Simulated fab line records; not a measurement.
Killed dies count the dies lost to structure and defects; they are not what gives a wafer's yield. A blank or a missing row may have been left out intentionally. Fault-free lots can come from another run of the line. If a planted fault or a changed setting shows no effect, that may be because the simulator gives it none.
Which tool is to blame? + flow n5-finfet + 29 wafers from 10 lots sampled at 2 of the route's 1938 steps

## WHAT EACH GAUGE READ, for each wafer
N5_BEOL_M0_SAQP_CD_MEAS_29: target cd 14.4 nm.
| lot  | measured     | on        | cd-nm (nm)        |
|------|--------------|-----------|-------------------|
| L809 | day 6 23:34  | cd-sem-03 | 15.53 15.23 15.46 |
| L811 | day 6 23:58  | cd-sem-03 | 14.91 15.40 15.20 |
| L810 | day 7 00:02  | cd-sem-01 | 15.51 15.09 15.49 |
| L814 | day 7 12:18  | cd-sem-03 | 15.21 14.74 15.16 |
| L822 | day 9 18:26  | cd-sem-03 | 15.28 14.79 15.17 |
| L823 | day 9 20:27  | cd-sem-02 | 15.32 15.27 15.27 |
| L826 | day 10 14:13 | cd-sem-02 | 14.88 15.00 15.27 |
| L827 | day 10 20:20 | cd-sem-02 | 14.87 15.14 14.48 |
| L828 | day 11 02:07 | cd-sem-03 | 15.05 15.62 14.86 |
| L829 | day 11 03:14 | cd-sem-01 | 14.95 15.22       |

## WHICH TOOL RAN EACH LOT (tool, then ch and the chambers of the sampled wafers, then the start)
| lot  | N5_BEOL_M0_SAQP_SPACER2_ETCHBACK_27 |
|------|-------------------------------------|
| L809 | rie-diel-05 ch 1,2,3, day 6 23:22   |
| L811 | rie-diel-02 ch 0,1, day 6 23:46     |
| L810 | rie-diel-02 ch 1,2, day 6 23:50     |
| L814 | rie-diel-02 ch 1,3, day 7 12:07     |
| L822 | rie-diel-04 ch 0,2,3, day 9 18:14   |
| L823 | rie-diel-02 ch 1,3, day 9 20:15     |
| L826 | rie-diel-02 ch 0,3, day 10 14:01    |
| L827 | rie-diel-05 ch 0,1, day 10 20:08    |
| L828 | rie-diel-04 ch 0,1,2, day 11 01:54  |
| L829 | rie-diel-02 ch 0,3, day 11 03:02    |
- N5_BEOL_M0_SAQP_SPACER2_ETCHBACK_27: etches SiO2 in CHF3/O2, target depth 22.5 nm, time 11.25 s.

## THE ANSWER, worked out from the rows above alone
Rule: usual is defined by the lots themselves. The widest of any qualifying gaps counts: lots, ordered by their means at a reading, are off when they make up no more than a third of the lots, leave a main group of 4 or more, and stand apart from it by 3 or more times the standard deviation of that group's means. The tables above print the reading to a certain number of digits; a main group whose means all agree to those digits is not used. A lot without any number at a reading at which 4 lots or more have one is off too. The other lots that the step has rows for count as sound.
No lot is off on any of the readings shown, so nothing can be concluded from this.

## WHAT THE SIMULATOR HAD INSERTED
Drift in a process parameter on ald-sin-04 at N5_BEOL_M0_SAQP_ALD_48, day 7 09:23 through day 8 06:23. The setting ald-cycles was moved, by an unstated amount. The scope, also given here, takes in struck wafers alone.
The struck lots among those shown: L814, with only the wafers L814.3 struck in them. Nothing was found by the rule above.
